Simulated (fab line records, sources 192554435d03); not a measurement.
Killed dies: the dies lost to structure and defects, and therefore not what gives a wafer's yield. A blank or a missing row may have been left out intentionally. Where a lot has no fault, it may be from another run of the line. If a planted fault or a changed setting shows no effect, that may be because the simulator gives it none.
Which tool was responsible? + flow n5-finfet + route of 1938 steps, sampled at 1 step: 12 lots, 36 wafers

== WHAT THE GAUGES SHOWED, per wafer ==
N5_BEOL_M6_RS_MEAS_57: a four-point-probe measurement.
| lot  | measured     | on            | M6_RS (ohm/sq)    |
|------|--------------|---------------|-------------------|
| L075 | day 9 19:31  | film-metro-01 | 0.282 0.291 0.298 |
| L079 | day 10 18:03 | film-metro-01 | 0.292 0.287 0.296 |
| L078 | day 11 12:30 | film-metro-02 | 0.272 0.266 0.267 |
| L081 | day 11 20:55 | film-metro-02 | 0.291 0.283 0.296 |
| L084 | day 12 05:41 | film-metro-02 | 0.281 0.288 0.275 |
| L087 | day 12 06:46 | film-metro-01 | 0.279 0.273 0.277 |
| L086 | day 12 21:38 | film-metro-02 | 0.273 0.273 0.280 |
| L091 | day 13 19:14 | film-metro-02 | 0.280 0.305 0.278 |
| L092 | day 14 19:47 | film-metro-02 | 0.296 0.282 0.298 |
| L093 | day 15 01:58 | film-metro-01 | 0.270 0.285 0.284 |
| L095 | day 15 02:31 | film-metro-02 | 0.274 0.280 0.288 |
| L097 | day 16 03:52 | film-metro-01 | 0.282 0.274 0.276 |

== EACH LOT AND THE TOOL THAT RAN IT (in order: tool; ch and the chambers of the sampled wafers; start) ==
There is no process step in the record ahead of these readings.

== THE ANSWER, worked out from the rows above alone ==
Rule: the lots themselves supply what counts as usual. Put in order of their means at a reading, lots are off if they are a third of the lots or fewer, leave a main group of 4 or more, and stand apart from it by a gap of 3 or more times the standard deviation of the main group's means; of several such gaps the widest counts. Not used: any main group whose means are identical at the precision the tables above print for the reading. Also off: a lot with no number at a reading for which 4 or more lots have one. Where the step has rows for the other lots, those lots are counted as sound.
Nothing can be told from this: no lot is off at any reading shown.

== WHAT THE SIMULATOR HAD PUT IN ==
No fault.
